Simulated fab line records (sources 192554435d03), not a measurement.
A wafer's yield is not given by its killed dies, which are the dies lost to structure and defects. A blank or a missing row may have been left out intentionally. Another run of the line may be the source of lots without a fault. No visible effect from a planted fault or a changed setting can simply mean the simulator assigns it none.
fab line records    flow n5-finfet
record: lots: 12  wafers: 35  last-day: 18
route steps=1938 shown SDB@369 HKMG_FIN@396
lots untouched by any fault: they come from a run of this same line in which no faults occurred
start-h: hours from the record's first day to the start of the lot's first wafer shown    wait-h: time in hours since the lot's previous step    " same as the row above    L1.1+2: a single row standing in for several wafers    - either no value or no given start    * or withheld: withheld    < > ~ a bound
route shown NAME@n: names a module that has steps shown in the file, with the first one's number in the route    usual: mean/standard deviation taken from wafers without a fault    same: alike in all rows    chamber/n: place in a boat    sites: each site's reading    _std_site: their standard deviation    _edge_site: outer sites' mean less inner sites'    radius-mm: how far each site lies from the wafer's centre    mask NAME#n: copy n    behind: the last tool/chamber to shape the wafer    hold: why the lot was held/for how many hours/how that ended    device: whichever transistor did not switch (one of n, p or np)    end of line: the route-end tests of the same wafers    a step given without rows: its recipe and nothing more    killed: dies lost to structure and defects at the first sort, not the wafer's yield    map: a wafer's dies, x killed, . not, _ none there
set.NAME: the run value of the setting; set.NAME@STEP: its run value at that earlier step    model.NAME: the simulator's own value behind a step, which no gauge read
route steps across a sampled set of lots; one table per step, one row per wafer
services: when a tool's chamber went out of use (start-h, in hours from the record's first day, below 0 if earlier), for how many hours, and the reason
== steps ==
step: N5_SDB_CUT_ETCH_26
recipe: chemistry: HBr/Cl2/O2  target: Si  target-depth-a: 1296  bt-time-s: 20  mask-material: SiNx  time-s: 51.8  ion-energy-ev: *  bias-w: *  pressure-mtorr: 10  icp-w: 800  HBr_flow_sccm: 150  Cl2_flow_sccm: 80  O2_flow_sccm: 12
usual: drypump-motor-current-A: 5.8/0.46  oes-product-au: 1.000/0.015  throttle-valve-pct: 37.2/0.31
lot.wafer  tool       chamber  start-h  wait-h  drypump-motor-current-A  oes-product-au  rf-hours-counter-h  throttle-valve-pct
L772.1     rie-si-03  3        67.72    0.1     5.3                      0.971           132                 37.1
L772.4     "          0        "        "       5.9                      0.985           120                 37.6
L772.6     "          3        "        "       5.3                      0.986           -                   37.1
L773.2     rie-si-03  0        74.61    0.1     5.9                      0.989           120                 37.6
L773.3     "          1        "        "       5.0                      0.994           103                 37.7
L773.6     "          2        "        "       5.5                      0.980           -                   37.0
L775.2     rie-si-02  0        91.41    0.1     5.8                      0.996           33                  37.4
L775.6     "          2        "        "       5.7                      1.003           -                   36.8
L776.2     rie-si-02  3        93.92    0.1     6.5                      1.007           3                   37.1
L776.3     "          2        "        "       5.7                      1.003           178                 36.8
L776.5     "          3        "        "       6.5                      1.013           -                   37.1
L778.1     rie-si-03  3        103.44   0.1     5.3                      0.974           133                 37.1
L778.3     "          0        "        "       5.8                      0.984           120                 37.6
L778.5     "          0        "        "       5.9                      0.982           -                   37.6
L782.3     rie-si-01  1        129.67   0.1     5.4                      1.010           177                 37.7
L782.4     "          2        "        "       5.5                      1.010           -                   37.2
L782.6     "          0        "        "       6.6                      1.021           -                   37.3
L783.1     rie-si-01  1        135.82   0.1     5.4                      1.001           177                 37.7
L783.3     "          2        "        "       5.5                      1.011           118                 37.2
L783.5     "          0        "        "       6.6                      1.021           -                   37.3
L784.1     rie-si-01  3        142.51   0.1     5.5                      0.990           0                   37.0
L784.3     "          0        "        "       6.6                      1.025           77                  37.3
L784.6     "          1        "        "       5.4                      0.995           -                   37.7
L790.1     rie-si-02  2        175.90   0.1     5.7                      0.998           180                 36.8
L790.2     "          1        "        "       6.3                      1.014           86                  36.7
L790.5     "          3        "        "       6.5                      1.011           -                   37.2
L791.3     rie-si-02  1        179.56   0.1     6.3                      1.017           86                  36.7
L791.5     "          3        "        "       6.5                      1.014           -                   37.1
L791.6     "          2        "        "       5.6                      0.998           -                   36.8
L793.2     rie-si-02  0        191.85   0.1     5.9                      1.000           35                  37.4
L793.5     "          1        "        "       6.3                      1.013           -                   36.7
L793.6     "          2        "        "       5.7                      1.000           -                   36.8
L795.2     rie-si-01  2        208.36   0.1     5.5                      1.008           119                 37.2
L795.3     "          1        "        "       5.5                      1.004           178                 37.7
L795.6     "          3        "        "       5.5                      0.998           -                   37.0
step: N5_SDB_ALD_29
recipe: material: SiNx  target-thk-a: 300  temp-c: 400  ald-precursor-family: SiH2I2  ald-co-reactant: N2/H2-plasma  pulse-time-s: 1  ald-cycles: 600  purge-time-s: 2  co-reactant-purge-time-s: 2  pressure-torr: 2
usual: heater-power-w: 833/74  precursor-pulse-height-rel: 0.997/0.019
same: pulse-time-s: 1
lot.wafer  tool        chamber  start-h  wait-h  heater-power-w  precursor-pulse-height-rel
L772.1     ald-sin-02  0        67.90    0.0     823             1.036
L772.4     "           2        "        "       938             0.964
L772.6     "           2        69.25    1.4     944             0.995
L773.2     ald-sin-01  1        74.79    0.0     811             0.983
L773.3     "           0        "        "       942             0.999
L773.6     "           1        76.14    1.4     814             1.008
L775.2     ald-sin-02  2        91.60    0.0     928             1.005
L775.6     "           3        92.95    1.4     784             0.998
L776.2     ald-sin-04  3        94.21    0.1     999             0.978
L776.3     "           1        "        "       770             0.995
L776.5     "           0        95.56    1.5     763             0.974
L778.1     ald-sin-02  1        103.62   0.0     794             1.010
L778.3     "           0        "        "       805             0.958
L778.5     "           0        104.97   1.4     844             1.011
L782.3     ald-sin-02  2        129.90   0.0     955             0.971
L782.4     "           3        "        "       745             1.011
L782.6     "           1        131.25   1.4     810             0.978
L783.1     ald-sin-01  1        136.00   0.0     790             1.006
L783.3     "           0        "        "       923             0.987
L783.5     "           3        137.36   1.4     817             1.008
L784.1     ald-sin-02  3        142.70   0.0     786             0.994
L784.3     "           0        "        "       831             1.025
L784.6     "           1        144.05   1.4     822             0.982
L790.1     ald-sin-04  3        176.21   0.2     1010            1.012
L790.2     "           1        "        "       757             1.025
L790.5     "           1        177.56   1.5     758             0.980
L791.3     ald-sin-02  0        179.74   0.0     815             1.009
L791.5     "           0        181.09   1.4     804             0.988
L791.6     "           3        "        "       765             0.989
L793.2     ald-sin-04  1        192.20   0.2     776             0.977
L793.5     "           1        193.55   1.5     775             0.996
L793.6     "           2        "        "       864             0.975
L795.2     ald-sin-04  3        208.54   0.0     993             1.009
L795.3     "           0        "        "       793             1.024
L795.6     "           2        209.90   1.4     853             1.015
step: N5_HKMG_FIN_PEB_47
recipe: peb-temp-c: withheld  peb-time-s: 60  resist: CAR-ArF
lot.wafer   tool            chamber  start-h  wait-h
L772.1+4+6  litho-track-02  0        72.62    0.1
L773.2+3+6  litho-track-03  0        79.37    0.0
L775.2+6    litho-track-04  0        96.00    0.0
L776.2+3+5  litho-track-02  0        98.87    0.0
L778.1+3+5  litho-track-02  0        108.35   0.1
L782.3+4+6  litho-track-03  0        134.48   0.0
L783.1+3+5  litho-track-03  0        140.50   0.1
L784.1+3+6  litho-track-02  0        147.27   0.1
L790.1+2+5  litho-track-04  0        180.88   0.1
L791.3+5+6  litho-track-04  0        184.26   0.0
L793.2+5+6  litho-track-03  0        196.82   0.0
L795.2+3+6  litho-track-03  0        213.07   0.0
step: N5_HKMG_FIN_CD_MEAS_49
recipe: target-cd-nm: 202  landing-energy-ev: 500  detector: se-inlens  polarity: opening
usual: cd-nm: 201.2/0.72
lot.wafer  tool       chamber  start-h  wait-h  cd-nm
L772.1     cd-sem-02  0        72.69    -       200.7
L772.4     "          0        "        "       201.9
L772.6     "          0        "        "       201.1
L773.2     cd-sem-02  0        79.44    -       201.3
L773.3     "          0        "        "       200.6
L773.6     "          0        "        "       200.2
L775.2     cd-sem-01  0        96.07    -       201.2
L775.6     "          0        "        "       201.8
L776.2     cd-sem-01  0        98.94    -       202.1
L776.3     "          0        "        "       201.3
L776.5     "          0        "        "       201.8
L778.1     cd-sem-01  0        108.41   -       200.7
L778.3     "          0        "        "       200.4
L778.5     "          0        "        "       200.3
L782.3     cd-sem-02  0        134.55   -       201.0
L782.4     "          0        "        "       201.1
L782.6     "          0        "        "       200.2
L783.1     cd-sem-02  0        140.57   -       199.9
L783.3     "          0        "        "       200.3
L783.5     "          0        "        "       201.1
L784.1     cd-sem-02  0        147.33   -       201.1
L784.3     "          0        "        "       202.3
L784.6     "          0        "        "       201.8
L790.1     cd-sem-02  0        180.95   -       200.8
L790.2     "          0        "        "       200.7
L790.5     "          0        "        "       205.1
L791.3     cd-sem-01  0        184.33   -       206.4
L791.5     "          0        "        "       205.0
L791.6     "          0        "        "       201.7
L793.2     cd-sem-02  0        196.88   -       201.4
L793.5     "          0        "        "       201.3
L793.6     "          0        "        "       202.6
L795.2     cd-sem-02  0        213.13   -       201.8
L795.3     "          0        "        "       202.6
L795.6     "          0        "        "       201.0
step: N5_HKMG_FIN_STRIP_60
recipe: chemistry: N2/H2  power-w: 2500  temp-c: 300  h2-frac: 0.65  time-s: 360  pressure-mtorr: withheld  n2-flow-sccm: 1750  h2-flow-sccm: 3250
usual: drypump-motor-current-A: 5.7/0.41  heater-power-w: 500/33
lot.wafer  tool             chamber  start-h  wait-h  drypump-motor-current-A  heater-power-w  rf-hours-counter-h
L772.1     plasma-asher-01  1        73.77    0.0     6.3                      532             46
L772.4     "                0        "        "       5.5                      491             -
L772.6     "                1        "        "       6.2                      547             -
L773.2     plasma-asher-02  0        80.40    0.0     5.1                      495             78
L773.3     "                0        "        "       5.1                      501             -
L773.6     "                0        "        "       5.1                      521             -
L775.2     plasma-asher-01  1        97.03    0.0     6.2                      526             50
L775.6     "                1        "        "       6.2                      544             -
L776.2     plasma-asher-02  0        99.90    0.0     5.2                      521             81
L776.3     "                0        "        "       5.1                      506             -
L776.5     "                1        "        "       5.8                      448             -
L778.1     plasma-asher-02  1        109.41   0.0     5.8                      437             83
L778.3     "                0        "        "       5.1                      519             -
L778.5     "                0        "        "       5.1                      519             -
L782.3     plasma-asher-02  1        135.95   0.1     5.8                      450             -
L782.4     "                0        "        "       5.1                      518             -
L782.6     "                1        "        "       5.8                      439             -
L783.1     plasma-asher-01  0        141.78   0.0     5.4                      502             58
L783.3     "                1        "        "       6.2                      541             -
L783.5     "                0        "        "       5.5                      508             -
L784.1     plasma-asher-02  0        148.30   0.0     5.1                      507             92
L784.3     "                1        "        "       5.8                      457             -
L784.6     "                1        "        "       5.8                      443             -
L790.1     plasma-asher-02  1        182.11   0.0     5.8                      450             99
L790.2     "                0        "        "       5.1                      510             99
L790.5     "                0        "        "       5.1                      517             -
L791.3     plasma-asher-01  0        185.41   0.1     5.5                      498             -
L791.5     "                1        "        "       6.2                      527             -
L791.6     "                0        "        "       5.5                      482             -
L793.2     plasma-asher-01  0        198.02   0.0     5.5                      505             70
L793.5     "                1        "        "       6.3                      537             -
L793.6     "                0        "        "       5.5                      505             -
L795.2     plasma-asher-01  1        214.10   0.0     6.2                      534             74
L795.3     "                1        "        "       6.2                      536             -
L795.6     "                1        "        "       6.3                      533             -
== services ==
tool             chamber  start-h  hours  kind
ald-sin-02       -        58.13    1.8    repair
rie-si-02        -        65.70    2.8    pm
litho-track-02   -        84.81    -      consumable-replace:filter
ald-sin-01       -        85.25    14.0   pm
ald-sin-01       0        85.25    14.0   vent-cycle
ald-sin-01       1        85.25    14.0   vent-cycle
ald-sin-01       2        85.25    14.0   vent-cycle
ald-sin-01       3        85.25    14.0   vent-cycle
rie-si-03        1        94.00    6.1    repair
rie-si-03        2        107.29   3.7    repair
rie-si-01        3        117.00   -      clean
rie-si-01        3        117.00   20.4   scheduled-down
rie-si-01        3        117.00   20.4   vent-cycle
rie-si-02        1        141.54   4.6    repair
ald-sin-04       3        148.02   13.1   repair
plasma-asher-01  -        148.73   0.3    repair
ald-sin-02       -        155.19   0.6    repair
plasma-asher-01  -        155.41   2.2    repair
rie-si-01        -        184.40   2.8    pm
rie-si-01        2        197.89   1.0    repair
plasma-asher-01  -        201.50   0.9    repair
plasma-asher-02  -        205.23   9.1    repair
rie-si-03        -        206.39   0.5    repair
ald-sin-02       1        211.53   4.4    repair
== key ==
first-sign: step: N5_HKMG_FIN_CD_MEAS_49  reading: cd-nm  direction: up  sigmas: 6  usual: 201.2  struck: 205.5
effect none on later readings
met-at N5_HKMG_FIN_PEB_47
struck-lots L790,L791
struck-wafers L790.5,L791.3,L791.5
tester-left-out L790,L791
baseline-loss: step: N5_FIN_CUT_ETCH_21  wafers: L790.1
not-acting-at N5_SDB_CUT_ETCH_26,N5_SDB_ALD_29,N5_HKMG_FIN_STRIP_60
onset-between 96.00 180.88
fault: kind: process-parameter-drift  tool: litho-track-04  chamber: -  onset-h: 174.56  steps: N5_HKMG_FIN_PEB_47  channel: peb-time-s  offset: *  shape: step  end-h: 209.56  scope: struck-wafers-only  acts-in: *  stated: *
tester-left-out: of these lots the tester's yield and bins aren't shown, on N5 and GAA mostly nor the transistor test; their killed dies are dies lost to structure and defects alone, not to doping, threshold or leakage, so they don't give the yield
baseline-loss: these wafers lose ten dies or more at that step, a loss of the line's own and not of a fault; the sort's usual values leave them out
